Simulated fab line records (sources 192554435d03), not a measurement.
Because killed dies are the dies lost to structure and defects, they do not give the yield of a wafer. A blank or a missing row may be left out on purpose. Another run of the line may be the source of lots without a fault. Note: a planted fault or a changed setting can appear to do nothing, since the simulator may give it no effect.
Matching of chambers    flow n5 finfet    N5_BEOL_M6_ILD_DEP_00 on pecvd-01: 3 sister chambers
The step deposits SiCOH lowk from DEMS/porogen, target thk 179.75 nm, time 33.4 s. 16 wafers are shown with their chamber, then 8 later ones without.

## WAFERS PAIRED WITH THEIR CHAMBERS
wafer   chamber  throttle valve pct (%)  heater power w (W)  showerhead plenum p Torr (Torr)
L076.2  2        13.0                    196                 5.741
L076.5  0        14.6                    292                 5.739
L076.6  1        13.3                    313                 5.762
L074.3  1        13.4                    300                 5.761
L074.4  1        13.4                    296                 5.744
L074.5  2        13.0                    204                 5.760
L078.1  1        13.2                    364                 5.760
L078.4  2        13.1                    235                 5.776
L078.6  1        13.3                    371                 5.766
L081.1  2        13.2                    203                 5.760
L081.2  0        14.7                    296                 5.720
L081.6  2        12.9                    209                 5.754
L085.2  0        14.9                    308                 5.735
L085.3  2        12.9                    229                 5.739
L085.6  0        14.9                    304                 5.729
L087.1  2        12.9                    221                 5.761

SIGNATURES (averages over the wafers above)
reading                   chamber 0  chamber 1  chamber 2  scatter within a chamber
throttle valve pct        14.775     13.320     13.000     0.116
heater power w            300.00     328.80     213.86     22.6
showerhead plenum p Torr  5.73075    5.75860    5.75586    0.0106
Rule: a wafer's distance from a chamber is the root of the sum, over the readings, of the square of ((its reading less the chamber's mean) divided by the reading's scatter). If the next closest chamber is less than 2 further off than the closest, the wafer can't be placed; otherwise it belongs to the closest. The scatter is the square root of a quotient: the sum, over the shown wafers, of each reading's squared deviation from its chamber's mean, divided by wafers minus chambers.

## WAFERS WITHOUT THEIR CHAMBER
wafer   throttle valve pct (%)  heater power w (W)  showerhead plenum p Torr (Torr)
L087.2  15.2                    262                 5.728
L087.6  12.9                    227                 5.764
L094.1  13.2                    354                 5.757
L094.3  13.2                    213                 5.745
L094.4  13.2                    348                 5.766
L096.1  13.1                    361                 5.755
L096.5  14.9                    258                 5.733
L096.6  12.9                    355                 5.773

## THE CHAMBER EACH PASSED THROUGH
wafer   from the rows above  in truth
L087.2  0                    0
L087.6  2                    2
L094.1  1                    1
L094.3  2                    2
L094.4  1                    1
L096.1  1                    1
L096.5  0                    0
L096.6  1                    1
8 of 8 placed correctly. Number that these rows cannot place: 0. Wrongly placed: 0.
